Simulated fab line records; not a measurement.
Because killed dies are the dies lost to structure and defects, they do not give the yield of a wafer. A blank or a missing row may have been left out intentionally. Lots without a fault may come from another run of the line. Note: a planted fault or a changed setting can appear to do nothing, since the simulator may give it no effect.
fab line records ; flow n5Finfet
[record] lots = 7; wafers = 21
route steps=1938 shown PASSIVATION@1931
startH: hours from the record's opening day to when the first of the lot's shown wafers began ; waitH: time in hours since the lot's previous step ; " unchanged from the row above ; L1.1+2: a row that stands for several wafers ; - either no value or no given start ; * or withheld: withheld ; < > ~ a bound
route shown NAME@n: a module of which the file shows steps, and the number in the route of the first ; usual: mean/standard deviation taken from wafers without a fault ; same: alike in all rows ; chamber/n: place in a boat ; sites: each site's reading ; _std_site: their standard deviation ; _edge_site: inner sites' mean taken away from outer sites' mean ; radiusMm: how far each site lies from the wafer's centre ; mask NAME#n: copy n ; behind: the last tool/chamber to shape the wafer ; hold: what put the lot on hold/how long, in hours/how the hold closed ; device: which transistor (n, p or np) failed to switch ; end of line: tests run on the same wafers once the route is complete ; step lacking rows: just its recipe ; killed: dies lost to structure and defects at the first sort, not the wafer's yield ; map: the dies of a wafer, with x for killed, . for not killed, _ for no die there
set.NAME: the setting as run; set.NAME@STEP: as run at that earlier step ; model.NAME: the simulator's own value behind a step, which no gauge read
lots with deliberately changed settings; one table per step, one row per wafer
[[steps]]
[step N5_PASSIVATION_STRIP_48]
[recipe] chemistry = O2; powerW = 600; tempC = 60; pressureMtorr = 30; rfFrequencyHz = 6e+07; biasPowerW = 0; overashFraction = 0.5; o2FlowSccm = 225
lot.wafer;tool;chamber;startH;waitH;set.tempC
L074.1+2+5;rieDiel-04;1,0,1;267.62;0.1;60
L082.2;rieDiel-06;2;332.86;0.1;60
L082.5+6;rieDiel-06;1,2;332.86;0.1;57.86
L084.4+5;rieDiel-06;3;343.78;0.1;56.82
L084.6;rieDiel-06;2;343.78;0.1;60
L086.1+4;rieDiel-04;1,3;344.85;0.1;56.33
L086.5;rieDiel-04;0;344.85;0.1;60
L091.1+4+5;rieDiel-03;3,0,2;379.23;0.1;60
L092.3+5+6;rieDiel-04;3,2,1;389.12;0.1;60
L093.3+6;rieDiel-06;2,3;401.54;0.1;62.31
L093.4;rieDiel-06;0;401.54;0.1;60
[step N5_PASSIVATION_STRIP_52]
[recipe] chemistry = postEtchResidueRemover; timeS = 1200; tempC = 72.5
[step N5_PASSIVATION_CLEAN_71]
[recipe] chemistry = IPA; timeS = 180; tempC = 25
[step N5_PASSIVATION_SRD_72]
[recipe] dry = ipaMarangoni; timeS = 30; tempC = 23; rinseLiquid = diw
[step N5_PASSIVATION_ANNEAL_56]
[recipe] tempC = 400; timeS = 1800; ambient = FGA; idleTempC = 300; rampUpCPerMin = 5; rampDownCPerMin = 3
[step N5_PASSIVATION_PROBE_49]
[usual] defectLimitedYield = 91.0/1.3; killed_at_M0_to_M3 = 36/9.5; killed_at_M4_up = 14/5.6; killedAtContacts = 12/6.4; killedAtFrontEnd = 40/10; killedAtOther = 3.2/3; killedDies = 107/15; killedOpen = 69/12; killedShort = 35/7.7; sort_bin_5_function = 5.3/0.91; sort_bin_6_memory = 3.3/0.65; sort_bin_8_speed = 0.00/0.012; sortNPass = 1073/15
[same] grossDies = 1180; killedAtBackSide = 0; sort_bin_4_leakage[%] = 0
lot.wafer;tool;chamber;startH;waitH;set.sourceW@PASSIVATION_PASS_ETCH_47;defectLimitedYield[%];killed_at_M0_to_M3;killed_at_M4_up;killedAtContacts;killedAtFrontEnd;killedAtOther;killedDies;killedOpen;killedShort;sort_bin_5_function[%];sort_bin_6_memory[%];sort_bin_8_speed[%];sortNPass
L074.1;prober-02;-;270.11;0.0;535;91.5;29;10;4;52;5;100;71;29;5.4;2.8;0;1080
L074.2;prober-02;-;270.16;0.1;535;92.6;34;13;6;32;2;87;57;29;5.0;2.1;0;1093
L074.5;prober-02;-;270.31;0.2;535;92.5;24;16;11;28;10;89;59;30;4.3;3.0;0;1091
L082.2;prober-02;-;335.80;0.1;580.4;84.7;31;22;96;32;0;181;57;29;9.9;5.0;0;999
L082.5;prober-02;-;335.95;0.2;535;79.9;33;40;111;52;1;237;75;38;12.9;6.4;0;943
L082.6;prober-02;-;336.00;0.3;580.4;87.7;87;8;4;46;0;145;67;32;8.9;3.1;0;1035
L084.4;prober-01;-;346.42;0.2;535;90.3;39;11;17;45;3;115;58;36;5.5;3.5;0;1065
L084.5;prober-01;-;346.47;0.2;535;92.1;24;13;10;42;4;93;55;34;4.7;2.7;0;1087
L084.6;prober-01;-;346.52;0.3;455.5;82.2;25;13;24;46;102;210;68;32;13.6;3.7;0;970
L086.1;prober-02;-;347.34;0.0;535;93.3;22;9;8;37;3;79;35;41;3.6;2.5;0;1101
L086.4;prober-02;-;347.49;0.2;535;92.2;25;9;12;38;8;92;49;33;4.2;3.4;0;1088
L086.5;prober-02;-;347.54;0.2;578.8;91.4;31;9;14;35;12;101;48;38;3.9;3.8;0;1079
L091.1;prober-02;-;381.73;0.0;535;91.8;35;7;23;30;2;97;60;19;4.7;3.1;0;1083
L091.4;prober-02;-;381.88;0.2;453.5;26.9;36;22;63;31;711;863;77;35;68.1;4.2;0;317
L091.5;prober-02;-;381.93;0.2;535;89.8;42;6;20;50;2;120;73;27;6.4;2.6;0.25;1060
L092.3;prober-01;-;391.71;0.1;601.6;0;1013;9;102;56;0;1180;68;34;92.6;6.6;0;0
L092.5;prober-01;-;391.81;0.2;601.6;0;1086;31;13;50;0;1180;80;44;95.6;4.1;0;0
L092.6;prober-01;-;391.86;0.3;535;10.7;44;61;25;39;885;1054;74;30;84.4;4.3;0;126
L093.3;prober-02;-;404.71;0.1;535;56.5;58;10;186;58;201;513;84;46;32.5;9.2;0;667
L093.4;prober-02;-;404.76;0.2;592.7;68.2;30;8;7;65;265;375;67;41;28.4;3.0;0;805
L093.6;prober-02;-;404.86;0.3;535;65.7;61;25;6;42;271;405;82;53;30.3;3.4;0;775
// killed by level:class
L074.1 STI_FIN_REVEAL:geometricParticle:open=24 FIN_SAQP:geometricParticle:open=10 BEOL_M2:geometricParticle:open=10 BEOL_M0_SAQP:geometricParticle:short=7 BEOL_M4:geometricParticle:open=7 STI_FIN_REVEAL:geometricParticle:short=5 BEOL_M0_SAQP:geometricParticle:open=5 STARTING-WAFER:geometricParticle:short=3
L074.2 BEOL_M1:geometricParticle:open=8 FIN_SAQP:geometricParticle:open=7 STI_FIN_REVEAL:geometricParticle:open=7 BEOL_M0_SAQP:geometricParticle:short=6 BEOL_M2:geometricParticle:open=6 BEOL_M4:geometricParticle:open=6 FIN_SAQP:geometricParticle:short=5 MOL_CONTACT_COAG:geometricParticle:open=5
L074.5 MOL_CONTACT_COAG:geometricParticle:open=9 BEOL_M1:geometricParticle:open=8 FIN_SAQP:geometricParticle:short=6 BEOL_M4:geometricParticle:open=6 FIN_SAQP:geometricParticle:open=5 BEOL_M3:geometricParticle:open=5 BEOL_M4:geometricParticle:short=5 BEOL_M0_SAQP:geometricParticle:short=3
L082.2 MOL_CONTACT_COAG:areaExpose=93 BEOL_M0_SAQP:geometricParticle:open=13 BEOL_M0_SAQP:geometricParticle:short=9 FIN_SAQP:geometricParticle:short=7 BEOL_M4:geometricParticle:open=6 STI_FIN_REVEAL:geometricParticle:open=6 BEOL_M3:geometricParticle:open=5 STARTING-WAFER:geometricParticle:short=5
L082.5 MOL_CONTACT_COAG:areaExpose=100 BEOL_M5:areaExpose=23 FIN_SAQP:geometricParticle:open=13 BEOL_M0_SAQP:geometricParticle:open=11 STI_FIN_REVEAL:geometricParticle:open=9 FIN_SAQP:geometricParticle:short=8 MOL_CONTACT_COAG:geometricParticle:open=8 BEOL_M0_SAQP:geometricParticle:short=8
L082.6 BEOL_M0_SAQP:areaAld=45 BEOL_M3:geometricParticle:open=13 BEOL_M1:geometricParticle:open=10 BEOL_M0_SAQP:geometricParticle:short=9 FIN_SAQP:geometricParticle:open=8 GATE_CUT:geometricParticle:short=7 GATE_CUT:geometricParticle:open=7 BEOL_M0_SAQP:geometricParticle:open=6
L084.4 BEOL_M1:geometricParticle:open=8 BEOL_M0_SAQP:geometricParticle:open=8 SDB:areaEtch=8 MOL_CONTACT_COAG:geometricParticle:open=7 BEOL_M0_SAQP:geometricParticle:short=7 BEOL_M2:geometricParticle:open=7 MOL_CONTACT_COAG:areaExpose=7 FIN_SAQP:geometricParticle:short=6
L084.5 FIN_SAQP:geometricParticle:open=9 BEOL_M4:geometricParticle:open=8 BEOL_M0:geometricParticle:open=7 GATE_CUT:geometricParticle:short=5 MOL_CONTACT_COAG:geometricParticle:open=5 MOL_CONTACT_COAG:geometricParticle:short=5 STARTING-WAFER:geometricParticle:open=5 FIN_SAQP:geometricParticle:short=4
L084.6 PASSIVATION:areaEtch=96 MOL_CONTACT_COAG:geometricParticle:open=13 STI_FIN_REVEAL:geometricParticle:open=10 MOL_CONTACT_COAG:areaExpose=10 BEOL_M1:geometricParticle:open=8 FIN_SAQP:geometricParticle:open=5 FIN_SAQP:geometricParticle:short=5 BEOL_M0_SAQP:geometricParticle:short=5
L086.1 FIN_SAQP:geometricParticle:short=10 FIN_SAQP:geometricParticle:open=6 MOL_CONTACT_COAG:geometricParticle:open=6 BEOL_M0_SAQP:geometricParticle:open=6 BEOL_M0_SAQP:geometricParticle:short=5 BEOL_M1:geometricParticle:short=5 GATE_CUT:geometricParticle:short=3 ILD0:geometricParticle:open=3
L086.4 FIN_SAQP:geometricParticle:short=16 MOL_CONTACT_COAG:geometricParticle:open=6 BEOL_M1:geometricParticle:open=6 BEOL_M3:geometricParticle:open=6 GATE_CUT:geometricParticle:open=5 BEOL_M4:geometricParticle:open=5 MOL_CONTACT_COAG:areaExpose=5 GATE_CUT:geometricParticle:short=4
L086.5 BEOL_M0_SAQP:geometricParticle:short=11 BEOL_M0_SAQP:geometricParticle:open=9 PAD_METAL:geometricParticle:short=8 MOL_CONTACT_COAG:areaExpose=8 MOL_CONTACT_COAG:geometricParticle:open=6 FIN_SAQP:geometricParticle:short=6 STI_FIN_REVEAL:geometricParticle:open=6 HKMG_FIN:areaEtch=6
L091.1 STI_FIN_REVEAL:geometricParticle:open=14 BEOL_M3:geometricParticle:open=14 MOL_CONTACT_COAG:geometricParticle:open=10 MOL_CONTACT_COAG:areaExpose=10 BEOL_M1:geometricParticle:open=6 BEOL_M3:geometricParticle:short=5 BEOL_M2:geometricParticle:open=4 HKMG_FIN:areaEtch=4
L091.4 PASS1_CAP:areaPecvd=616 PASSIVATION:areaEtch=94 MOL_CONTACT_COAG:areaExpose=37 MOL_CONTACT_COAG:geometricParticle:open=19 BEOL_M4:geometricParticle:open=13 BEOL_M3:geometricParticle:open=12 FIN_SAQP:geometricParticle:open=8 MOL_CONTACT_COAG:geometricParticle:short=7
L091.5 STI_FIN_REVEAL:geometricParticle:open=11 BEOL_M1:geometricParticle:open=11 MOL_CONTACT_COAG:areaExpose=8 DUMMY_GATE:geometricParticle:open=7 MOL_CONTACT_COAG:geometricParticle:open=7 BEOL_M3:geometricParticle:open=7 HKMG_FIN:areaEtch=7 BEOL_M2:geometricParticle:open=6
L092.3 BEOL_M0_SAQP:areaAld=983 MOL_CONTACT_COAG:areaExpose=94 FIN_SAQP:geometricParticle:open=12 STI_FIN_REVEAL:geometricParticle:open=9 FIN_SAQP:geometricParticle:short=7 BEOL_M0_SAQP:geometricParticle:open=7 BEOL_M0_SAQP:geometricParticle:short=7 MOL_CONTACT_COAG:geometricParticle:open=7
L092.5 BEOL_M0_SAQP:areaAld=1056 BEOL_M4:geometricParticle:open=16 FIN_SAQP:geometricParticle:short=13 MOL_CONTACT_COAG:geometricParticle:open=12 FIN_SAQP:geometricParticle:open=9 STI_FIN_REVEAL:geometricParticle:open=7 BEOL_M4:geometricParticle:short=7 BEOL_M0_SAQP:geometricParticle:open=6
L092.6 PASS1_CAP:areaPecvd=885 BEOL_M5:areaExpose=47 MOL_CONTACT_COAG:areaExpose=17 BEOL_M0_SAQP:geometricParticle:open=15 BEOL_M0_SAQP:geometricParticle:short=10 MOL_CONTACT_COAG:geometricParticle:open=8 FIN_SAQP:geometricParticle:short=7 BEOL_M4:geometricParticle:open=7
L093.3 PASS1_CAP:areaPecvd=200 MOL_CONTACT_COAG:areaExpose=180 FIN_SAQP:geometricParticle:open=23 FIN_SAQP:geometricParticle:short=20 BEOL_M0_SAQP:geometricParticle:open=14 BEOL_M0_SAQP:geometricParticle:short=13 BEOL_M1:geometricParticle:open=9 BEOL_M3:geometricParticle:open=7
L093.4 PASS1_CAP:areaPecvd=265 FIN_SAQP:geometricParticle:short=22 FIN_SAQP:geometricParticle:open=16 BEOL_M0_SAQP:geometricParticle:short=9 STI_FIN_REVEAL:geometricParticle:open=7 MOL_CONTACT_COAG:geometricParticle:open=7 BEOL_M0_SAQP:geometricParticle:open=7 STI_FIN_REVEAL:geometricParticle:short=4
L093.6 PASS1_CAP:areaPecvd=263 BEOL_M0_SAQP:geometricParticle:short=18 BEOL_M0_SAQP:geometricParticle:open=17 BEOL_M4:geometricParticle:open=13 BEOL_M2:geometricParticle:open=10 FIN_SAQP:geometricParticle:open=8 GATE_CUT:geometricParticle:short=7 BEOL_M1:geometricParticle:open=7
[[key]]
[split] step = N5_PASSIVATION_STRIP_48; setting = tempC; stated = 60; by = wafer
response none clear
split outsideThisFile step=N5_PASSIVATION_PASS_ETCH_47 setting=sourceW
// split outsideThisFile: this setting was split too, and the file shows its column; the key of that split is in another file
